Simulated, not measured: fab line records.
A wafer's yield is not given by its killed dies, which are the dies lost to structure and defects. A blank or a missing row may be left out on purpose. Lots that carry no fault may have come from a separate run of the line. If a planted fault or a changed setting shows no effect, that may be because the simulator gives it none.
A lot that was struck, set against a sound lot -- flow n5Finfet -- 39 out of 1938 route steps
Sound: these wafers, L442.2, L442.3, L442.6. The struck wafers were L431.1, L431.4, L431.6. The cause is given at the end.
At each step with rows: each side's tool, then ch and its chambers, then its first start. Under that, the readings that differ: sound wafers -- struck wafers -- difference of the means -- sigmas: that difference in standard deviations of wafers without a fault.
alike: readings whose means differ by less than 2 such deviations, and words and numbers that are the same on both sides. not compared: withheld readings, readings that some wafer has no value for, bounds like >300 that may hide the same value, and numbers for which the record gives no deviation and whose values overlap.
The two part at a step that has a row with sigmas, a row that says differs or no value, or rows on one side only. Numbers that don't overlap but have no deviation are shown without sigmas and don't part them. Lack of a reading on every wafer of one side parts them only where that side has two or more wafers.

first, 10 steps without rows for these wafers: N5_DUMMY_REMOVAL_HM_STRIP_01 (strips SiNx in CH3F/O2, stops on poly-Si, target depth 4 nm, time 6.8 s); N5_DUMMY_REMOVAL_STRIP_10 (strips in N2/H2, time 40 s); N5_DUMMY_REMOVAL_PRECLEAN_07 (cleans in dHF, time 30 s); N5_DUMMY_REMOVAL_DUMMY_REMOVE_02 (chemistry TMAH, target poly-Si, stops on SiO2, target depth 142 nm, time 57 s, rinse time 30 s); N5_DUMMY_REMOVAL_PRECLEAN_08 (cleans in NF3:NH3, afs cycles 2, time 20 s, sublimation time 60 s); N5_DUMMY_REMOVAL_PRECLEAN_04 (cleans in DHF, time 37 s); N5_DUMMY_REMOVAL_SRD_05 (time 30 s); N5_HKMG_FIN_IL_REGROW_00 (material SiO2, chemistry O3, target thk 0.75 nm, time 30 s); N5_HKMG_FIN_HK_ALD_01 (deposits HfO2, target thk 1.6 nm, pulse time 3 s, purge time 3 s); N5_HKMG_FIN_HK_ANNEAL_02 (time 30 s).
N5_HKMG_FIN_ALD_74: deposits La2O3, target thk 0.5 nm, pulse time 6 s, co reactant pulse time 1 s.
  sound on aldHk-03 ch 0,1,3, day 8 15:37; struck on aldHk-03 ch 0,1,2, day 6 01:32
  no value came back on the struck wafers for any of 6 readings (coReactantPulseTimeS (s), coReactantPurgeTimeS (s) and others); on the sound wafers coReactantPulseTimeS (s) reads 1 1 1
then, 26 steps without rows for these wafers: N5_HKMG_FIN_ALD_75 (deposits Al2O3, target thk 1 nm, co reactant pulse time 1 s); N5_HKMG_FIN_COAT_41 (time 60 s, resist thk 300 nm); N5_HKMG_FIN_COAT_42 (time 60 s, resist thk 35 nm); N5_HKMG_FIN_COAT_43 (resist thk 90 nm); N5_HKMG_FIN_EBR_45; N5_HKMG_FIN_SOFTBAKE_44 (time 60 s); N5_HKMG_FIN_EXPOSE_46 (exposes mask NDIPOLE); N5_HKMG_FIN_PEB_47 (peb time 60 s); N5_HKMG_FIN_DEVELOP_48 (develop time 30 s); N5_HKMG_FIN_DESCUM_53 (chemistry O2, time 7.9 s); N5_HKMG_FIN_ETCH_54 (etches SiARC in CF4, target depth 45.5 nm, time 75.8 s); N5_HKMG_FIN_ETCH_55 (etches SOC in N2/H2, target depth 240 nm, time 300 s); N5_HKMG_FIN_STRIP_56 (strips in N2/H2); N5_HKMG_FIN_STRIP_57 (strips in CF4); N5_HKMG_FIN_ETCH_58 (etches SOC in N2/H2, target depth 215.8 nm, time 741 s); N5_HKMG_FIN_STRIP_93 (strips SOC in N2/H2, time 20 s); N5_HKMG_FIN_WET_ETCH_76 (etches Al2O3 in dNH4OH, stops on La2O3, target depth 2.25 nm, rinse time 30 s); N5_HKMG_FIN_STRIP_60 (strips in N2/H2, time 360 s); N5_HKMG_FIN_WET_ETCH_77 (etches La2O3 in dHCl, stops on HfO2, target depth 2 nm); N5_HKMG_FIN_WET_ETCH_78 (etches Al2O3 in dNH4OH, stops on La2O3, target depth 4.5 nm, rinse time 30 s); N5_HKMG_FIN_ALD_79 (deposits TiN, target thk 1.5 nm, pulse time 1 s, purge time 3 s); N5_HKMG_FIN_CVD_62 (deposits a-Si from Si2H6, target thk 3 nm, time 20.8 s); N5_HKMG_FIN_RTA_80 (time 2 s); N5_HKMG_FIN_PRECLEAN_64 (cleans in dHF, time 30 s); N5_HKMG_FIN_WET_ETCH_65 (etches a-Si in TMAH, stops on TiN, time 49 s, target depth 3 nm); N5_HKMG_FIN_WET_ETCH_81 (etches TiN in SC1, stops on HfO2, time 57 s, target depth 6 nm).
-- here the record skips 5 days between the struck wafers' starts before and after, leaving off in module HKMG_FIN and picking up in module BEOL_M4 (first step shown: number 1111 of the route) --
N5_BEOL_M4_RC_MEAS_101:
  sound on prober-02 ch 0, day 13 12:53; struck on prober-02 ch 0, day 10 17:37
reading,sound,struck,difference,sigmas
IOFF_P (nA/um),0.24 0.19 0.22,43.92 37.29 39.43,+40.00,+99 or more
IOFF_P_85C (nA/um),4.1 3.4 3.8,316.1 275.2 291.2,+290.4,+99 or more
IOFF_P_LIN (nA/um),0.109 0.094 0.103,19.339 17.489 18.301,+18.274,+99 or more
IOFF_P_LONG (nA/um),0.000103 9.9e-05 0.000107,0.017121 0.017601 0.017201,+0.017205,+99 or more
ION_P (uA/um),467 459 464,654 649 650,+188,+22
VT_N_LVT (mV),95 99 97,250 252 250,+154,+40
VT_P (mV),-251 -252 -251,-101 -101 -102,+150,+41
VT_P_LONG (mV),-278 -276 -279,-129 -128 -129,+149,+48
  alike: DIBL_N, DIBL_P, IOFF_N, ION_N, SS_N, SS_P, VT_N
-- record jumps: 4 days separate the struck wafers' starts on either side; left off in module BEOL_M4, taken up again in module PASSIVATION, whose first shown step is the route's number 1936 --
N5_PASSIVATION_PROBE_49:
  record: rows for the struck wafers here (prober-01, day 15 05:05), none for the sound ones

WHERE THEY PART
At N5_HKMG_FIN_ALD_74 first; at N5_PASSIVATION_PROBE_49 last (within this record only).

WHY: what had been put in by the simulator
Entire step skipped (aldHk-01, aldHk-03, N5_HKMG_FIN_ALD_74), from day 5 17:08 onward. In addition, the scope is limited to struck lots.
